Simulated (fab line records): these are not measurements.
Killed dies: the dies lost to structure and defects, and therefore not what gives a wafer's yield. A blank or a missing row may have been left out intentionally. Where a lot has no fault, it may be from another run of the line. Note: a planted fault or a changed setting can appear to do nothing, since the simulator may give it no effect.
Problem report in the 8D (eight disciplines) form, filled by code + flow n5-finfet + the parts of the form that need people (team, actions taken, sign-off) are left out

== 1. WHAT WENT WRONG ==
At N5_SD_EPI_N_SD_RECESS_17, oes-product-au averages 1.166 a.u. over 2 wafers from 2 lots, while fault-free wafers read 0.997 a.u., standard deviation 0.015. That puts it +11 standard deviations away from the usual mean.
The step: chemistry HBr/Cl2/O2, target depth 41 nm, time 23.7 s, bt time 3 s.
First seen on wafer L944.2, day 6 19:27, on rie-si-02. The record has a number at this step for 16 wafers belonging to 6 lots. By rule, "out" or "out of limits" means more than 4 standard deviations away from the usual mean. The other wafers with a number count as sound.

== 2. WHAT THIS IS AND IS NOT ==
| question                    | is               | is not                                                                    |
|-----------------------------|------------------|---------------------------------------------------------------------------|
| which readings at this step | oes-product-au   | drypump-motor-current-A, throttle-valve-pct                               |
| which lots                  | L944, L945       | L929, L935, L942, L952                                                    |
| which wafers of those lots  | L944.2, L945.1   | L944.5, L945.3                                                            |
| read on which tools         | rie-si-02        | rie-si-05                                                                 |
| when                        | from day 6 19:27 | up to then (10 sound wafers); but 4 sound wafers of L945, L952 came after |

== 3. WHAT RULES OUT EACH SUSPECT ==
Counting: if a tool at a process step up to the reading ran every lot that is out, it stays a suspect. Sound lots after the first of them don't rule it out here, since some wafers of a struck lot are sound.
- rie-si-02 at N5_SD_EPI_N_SD_RECESS_17 (chemistry HBr/Cl2/O2, target depth 41 nm, time 23.7 s, bt time 3 s): kept. Ran every lot that is out, first one L944 (day 6 19:27); last sound lot up to then L929 (day 3 03:44). On those wafers its own readings are out: oes-product-au.
Left after counting: rie-si-02 at N5_SD_EPI_N_SD_RECESS_17.

== 4. THE CAUSE (what the simulator had put in) ==
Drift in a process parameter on rie-si-02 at N5_SD_EPI_N_SD_RECESS_17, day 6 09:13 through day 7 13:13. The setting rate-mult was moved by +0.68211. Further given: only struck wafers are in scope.
After counting, this tool was the only one left.

== 5. SEQUENCE OF EFFECTS, ordered by route ==
Each row: a reading whose mean over the struck wafers that have a number lies more than 3 standard deviations from the usual. Readings are gone through only where the record gives a usual standard deviation; hours: the median, over the lots, of the time from a lot's start at the first step in this table giving one to that lot's start at this step; sigmas: the change measured in usual standard deviations.
| hours | step                     | reading        | usual      | on struck wafers | change | sigmas |
|-------|--------------------------|----------------|------------|------------------|--------|--------|
| 0     | N5_SD_EPI_N_SD_RECESS_17 | oes-product-au | 0.997 a.u. | 1.166            | +0.169 | +11    |
Process steps it contains:
- N5_SD_EPI_N_SD_RECESS_17: chemistry HBr/Cl2/O2, target depth 41 nm, time 23.7 s, bt time 3 s.

== 6. WHAT WOULD HAVE CAUGHT IT SOONER ==
First out-of-limits reading in this record: day 6 19:27, which is 10 hours after fault onset at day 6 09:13.
